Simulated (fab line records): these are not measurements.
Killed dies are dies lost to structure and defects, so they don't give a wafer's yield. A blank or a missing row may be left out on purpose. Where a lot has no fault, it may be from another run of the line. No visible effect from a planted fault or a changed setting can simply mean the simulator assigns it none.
fab line records    flow n5Finfet
[record] lots = 10  wafers = 30  lastDay = 18
route steps=1938 shown BEOL_M4@1110 BEOL_M5@1131
lots untouched by any fault: they come from a run of this same line in which no faults occurred
startH: hours from the record's opening day to when the first of the lot's shown wafers began    waitH: time in hours since the lot's previous step    " identical to the entry in the row above    L1.1+2: one row covering several wafers at once    - no value present, or no start provided    * or withheld: withheld    < > ~ a bound
route shown NAME@n: a module of which the file shows steps, and the number in the route of the first    usual: average and standard deviation across the fault-free wafers    same: alike in all rows    chamber/n: place in a boat    sites: the reading at each site    _std_site: standard deviation across them    _edge_site: inner sites' mean taken away from outer sites' mean    radiusMm: how far each site lies from the wafer's centre    mask NAME#n: copy n    behind: the tool/chamber that last shaped the wafer    hold: reason for holding the lot/hours on hold/outcome of the hold    device: the transistor (n, p or np) that didn't switch    end of line: the tests these same wafers got at the end of their route    a step with no rows: only its recipe    killed: dies lost to structure and defects at the first sort, not the wafer's yield    map: a wafer's dies, marking killed ones x, the rest . and places with no die _
set.NAME: the setting the step ran with; set.NAME@STEP: the setting that earlier step ran with    model.NAME: the simulator's own value behind a step, which no gauge read
route steps across a sampled set of lots; one table per step, one row per wafer
services: from which hour (startH, from the record's first day; less than 0 if before it) a tool's chamber was out of use, for how many hours, and why
[[steps]]
[step N5_BEOL_M4_INSPECT_59]
[recipe] inspectInstrument = darkfield  mode = postDep
[usual] rawDefectCount = 71/25
lot.wafer  tool              chamber  startH  waitH  rawDefectCount
L831.1     defectInspect-02  -        193.10  0.0    99
L831.5     "                 -        "       "      87
L831.6     "                 -        "       "      115
L834.3     defectInspect-01  -        206.19  0.0    102
L834.4     "                 -        "       "      90
L834.6     "                 -        "       "      66
L836.1     defectInspect-02  -        214.99  0.0    90
L836.3     "                 -        "       "      86
L836.5     "                 -        "       "      60
L839.2     defectInspect-01  -        234.62  0.0    90
L839.5     "                 -        "       "      101
L839.6     "                 -        "       "      69
L840.1     defectInspect-02  -        254.36  0.0    78
L840.4     "                 -        "       "      167
L840.5     "                 -        "       "      154
L845.1     defectInspect-01  -        266.30  0.0    37
L845.2     "                 -        "       "      57
L845.4     "                 -        "       "      25
L844.1     defectInspect-01  -        270.73  0.0    68
L844.2     "                 -        "       "      75
L844.6     "                 -        "       "      93
L851.2     defectInspect-02  -        309.20  0.0    77
L851.3     "                 -        "       "      61
L851.6     "                 -        "       "      50
L852.1     defectInspect-01  -        316.26  0.0    64
L852.2     "                 -        "       "      61
L852.5     "                 -        "       "      64
L853.1     defectInspect-01  -        320.45  0.0    101
L853.4     "                 -        "       "      88
L853.6     "                 -        "       "      65
[step N5_BEOL_M5_ETCH_61]
[recipe] chemistry = CF4  target = SiARC  targetDepthA = 156  maskMaterial = CAR-EUV  timeS = 26  ionEnergyEv = 80  pressureMtorr = 40  sourceW = 545  biasW = 36  Ar_flow_sccm = 100  cf4FlowSccm = 100  ends = cleared
[usual] drypumpMotorCurrentA = 5.7/0.35  etchRfOnTimeS = 25.9/0.34  oesProductAu = 0.67/0.068  rfFwdPowerW = 532.0/2.1  rfVppV = 183.9/1.3  showerheadPlenumPTorr = 2.14/0.079  throttleValvePct = 15.64/0.24
lot.wafer  tool        chamber  startH  waitH  drypumpMotorCurrentA  etchRfOnTimeS  oesProductAu  rfFwdPowerW  rfHoursCounterH  rfVppV  showerheadPlenumPTorr  throttleValvePct
L831.1     rieDiel-02  2        196.86  0.0    5.5                   26.2           0.66          533.1        114              184.4   2.07                   15.50
L831.5     "           3        "       "      5.6                   26.5           0.64          532.3        -                183.8   2.14                   15.75
L831.6     "           2        "       "      5.5                   26.4           0.66          533.3        -                182.0   2.07                   15.49
L834.3     rieDiel-05  1        210.74  0.0    5.2                   25.6           0.75          529.1        32               183.7   2.10                   15.54
L834.4     "           2        "       "      6.0                   25.9           0.61          533.5        212              184.1   2.20                   15.50
L834.6     "           1        "       "      5.2                   25.7           0.75          529.1        -                184.1   2.10                   15.53
L836.1     rieDiel-06  3        218.64  0.0    5.3                   25.7           0.81          530.8        11               186.6   2.28                   15.20
L836.3     "           0        "       "      5.8                   26.2           0.68          531.4        115              185.2   2.24                   15.67
L836.5     "           0        "       "      5.7                   26.1           0.69          531.3        -                184.7   2.24                   15.66
L839.2     rieDiel-05  3        237.56  0.0    5.5                   25.7           0.77          531.2        31               182.6   2.10                   15.40
L839.5     "           0        "       "      6.2                   25.4           0.61          533.7        -                183.4   2.14                   15.69
L839.6     "           1        "       "      5.2                   25.4           0.74          532.1        -                183.0   2.10                   15.53
L840.1     rieDiel-05  1        257.44  0.0    5.2                   25.6           0.73          531.5        46               182.7   2.09                   15.55
L840.4     "           3        "       "      5.6                   25.6           0.76          531.4        38               183.9   2.10                   15.43
L840.5     "           1        "       "      5.2                   25.7           0.72          533.0        -                183.9   2.09                   15.56
L845.1     rieDiel-05  3        271.10  0.0    5.6                   25.5           0.75          528.8        43               183.9   2.10                   15.42
L845.2     "           1        "       "      5.2                   25.6           0.73          530.8        50               182.8   2.09                   15.57
L845.4     "           0        "       "      6.2                   25.5           0.60          531.2        189              184.7   2.14                   15.70
L844.1     rieDiel-02  2        274.25  0.0    5.5                   26.3           0.64          532.3        142              183.4   2.06                   15.54
L844.2     "           0        "       "      5.4                   25.8           0.81          529.5        7                186.2   2.19                   15.22
L844.6     "           0        "       "      5.4                   25.7           0.80          530.2        -                183.5   2.19                   15.23
L851.2     rieDiel-06  1        312.86  0.0    5.9                   25.8           0.62          537.6        174              181.6   1.98                   16.09
L851.3     "           3        "       "      5.3                   25.5           0.76          533.7        40               185.6   2.27                   15.28
L851.6     "           3        "       "      5.3                   25.7           0.76          531.1        -                185.1   2.27                   15.26
L852.1     rieDiel-06  1        322.41  0.0    5.9                   25.7           0.63          537.1        177              182.7   1.98                   16.10
L852.2     "           3        "       "      5.3                   25.6           0.75          532.5        43               184.0   2.27                   15.26
L852.5     "           1        "       "      5.9                   25.5           0.63          535.5        -                183.3   1.98                   16.10
L853.1     rieDiel-05  1        322.98  0.0    5.2                   25.9           0.70          532.9        65               184.3   2.09                   15.61
L853.4     "           3        "       "      5.6                   25.7           0.74          530.7        58               182.2   2.09                   15.46
L853.6     "           0        "       "      6.2                   25.8           0.60          533.6        -                183.8   2.13                   15.71
[step N5_BEOL_M5_VIA_ETCH_34]
[recipe] chemistry = C4F6/O2  target = SiCOH_lowk  targetDepthA = 883  maskMaterial = SOC  taperDeg = 4  timeS = 39.2  ionEnergyEv = 250  pressureMtorr = 30  sourceW = 345  biasW = 185  Ar_flow_sccm = 300  C4F6_flow_sccm = 10  O2_flow_sccm = 10
[usual] O2_flow_sccm = 10.001/0.027  drypumpMotorCurrentA = 5.7/0.34  oesProductAu = 0.78/0.083  rfFwdPowerW = 340.8/1.6  rfVppV = 664/5.6  showerheadPlenumPTorr = 2.84/0.12  throttleValvePct = 20.94/0.26
lot.wafer  tool        chamber  startH  waitH  O2_flow_sccm  drypumpMotorCurrentA  oesProductAu  rfFwdPowerW  rfHoursCounterH  rfVppV  showerheadPlenumPTorr  throttleValvePct
L831.1     rieDiel-06  3        199.69  0.0    9.966         5.3                   0.96          340.6        7                673     3.03                   20.46
L831.5     "           1        "       "      10.013        5.9                   0.75          341.3        -                670     2.63                   21.28
L831.6     "           2        "       "      9.967         5.9                   0.71          339.3        -                655     2.73                   21.22
L834.3     rieDiel-02  2        214.56  0.0    9.972         5.5                   0.77          340.5        119              663     2.75                   20.75
L834.4     "           0        "       "      10.022        5.4                   0.69          341.9        248              664     2.91                   20.91
L834.6     "           0        "       "      10.056        5.4                   0.70          340.9        -                663     2.91                   20.90
L836.1     rieDiel-06  0        219.93  0.0    9.998         5.8                   0.79          340.8        116              663     2.98                   20.94
L836.3     "           1        "       "      10.013        5.9                   0.75          341.2        147              667     2.63                   21.28
L836.5     "           3        "       "      9.967         5.3                   0.95          340.2        -                674     3.03                   20.47
L839.2     rieDiel-06  1        239.70  0.0    10.021        6.0                   0.75          341.9        152              669     2.63                   21.30
L839.5     "           3        "       "      9.988         5.3                   0.94          341.9        -                672     3.02                   20.48
L839.6     "           0        "       "      9.967         5.7                   0.80          341.3        -                664     2.97                   20.95
L840.1     rieDiel-06  3        259.91  0.0    9.963         5.3                   0.92          343.8        24               671     3.02                   20.48
L840.4     "           2        "       "      10.033        5.8                   0.71          338.2        188              654     2.72                   21.26
L840.5     "           1        "       "      9.988         6.0                   0.74          342.6        -                668     2.63                   21.33
L845.1     rieDiel-06  2        272.25  0.0    10.056        5.9                   0.70          336.7        191              654     2.72                   21.28
L845.2     "           1        "       "      10.001        5.9                   0.75          341.4        162              670     2.63                   21.33
L845.4     "           0        "       "      9.974         5.8                   1.06          340.7        132              664     2.97                   21.03
L844.1     rieDiel-06  1        277.33  0.0    9.994         5.9                   0.74          341.4        163              667     2.63                   21.33
L844.2     "           0        "       "      10.044        5.7                   1.07          339.2        133              663     2.97                   21.04
L844.6     "           2        "       "      10.023        5.9                   0.70          339.8        -                655     2.72                   21.26
L851.2     rieDiel-05  3        315.95  0.0    9.999         5.6                   0.86          339.8        56               666     2.79                   20.84
L851.3     "           1        "       "      9.993         5.2                   0.83          341.1        64               654     2.78                   20.91
L851.6     "           3        "       "      9.987         5.6                   0.87          340.3        -                667     2.79                   20.82
L852.1     rieDiel-02  2        323.51  0.0    9.995         5.5                   0.74          341.6        156              662     2.73                   20.83
L852.2     "           3        "       "      9.998         5.5                   0.72          341.9        205              671     2.81                   20.99
L852.5     "           2        "       "      10.019        5.5                   0.74          341.2        -                661     2.73                   20.84
L853.1     rieDiel-05  1        324.80  0.0    10.011        5.2                   0.82          342.7        66               655     2.77                   20.92
L853.4     "           2        "       "      9.996         6.1                   0.68          340.6        247              663     2.91                   20.70
L853.6     "           0        "       "      9.924         6.1                   0.71          343.1        -                664     2.84                   20.96
[step N5_BEOL_M5_CD_MEAS_35]
[recipe] targetCdNm = 28  targetCdYNm = 24  polarity = opening
[usual] cdNm = 28.08/0.3
lot.wafer  tool      chamber  startH  waitH  cdNm
L831.1     cdSem-02  -        200.08  0.0    27.87
L831.5     "         -        "       "      28.27
L831.6     "         -        "       "      27.84
L834.3     cdSem-01  -        214.95  0.0    29.08
L834.4     "         -        "       "      28.12
L834.6     "         -        "       "      28.43
L836.1     cdSem-03  -        220.32  0.0    28.38
L836.3     "         -        "       "      28.07
L836.5     "         -        "       "      28.18
L839.2     cdSem-01  -        240.09  0.0    28.27
L839.5     "         -        "       "      27.94
L839.6     "         -        "       "      27.76
L840.1     cdSem-03  -        260.31  0.0    27.70
L840.4     "         -        "       "      27.96
L840.5     "         -        "       "      28.01
L845.1     cdSem-02  -        272.65  0.0    28.36
L845.2     "         -        "       "      28.34
L845.4     "         -        "       "      28.42
L844.1     cdSem-03  -        277.72  0.0    27.63
L844.2     "         -        "       "      28.03
L844.6     "         -        "       "      27.54
L851.2     cdSem-01  -        316.34  0.0    28.10
L851.3     "         -        "       "      28.12
L851.6     "         -        "       "      28.18
L852.1     cdSem-02  -        323.90  0.0    28.30
L852.2     "         -        "       "      28.46
L852.5     "         -        "       "      27.60
L853.1     cdSem-03  -        325.19  0.0    27.87
L853.4     "         -        "       "      27.62
L853.6     "         -        "       "      28.32
[[services]]
tool        chamber  startH  hours  kind
rieDiel-06  1        185.66  1.9    repair
rieDiel-02  2        186.31  1.2    repair
rieDiel-02  -        211.42  0.1    repair
rieDiel-02  0        219.73  -      clean
rieDiel-02  0        219.73  -      consumableReplace:focusRing
rieDiel-02  0        219.73  32.4   scheduledDown
rieDiel-02  0        219.73  32.4   ventCycle
rieDiel-02  1        234.79  10.1   repair
rieDiel-05  0        290.58  14.1   repair
rieDiel-06  2        323.89  4.5    repair
[[key]]
[firstSign] step = N5_BEOL_M5_VIA_ETCH_34  reading = oesProductAu  direction = up  sigmas = 3.4  usual = 0.78  struck = 1.07
effect none on later readings
metAt N5_BEOL_M5_VIA_ETCH_34
struckLots L844,L845
struckWafers L844.2,L845.4
notActingAt N5_BEOL_M4_INSPECT_59,N5_BEOL_M5_ETCH_61,N5_BEOL_M5_CD_MEAS_35
onsetBetween 239.70 272.25
[fault] kind = processParameterDrift  tool = rieDiel-06  chamber = 0  onsetH = 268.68  steps = N5_BEOL_M5_VIA_ETCH_34  channel = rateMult  offset = 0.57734  shape = step  endH = 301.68
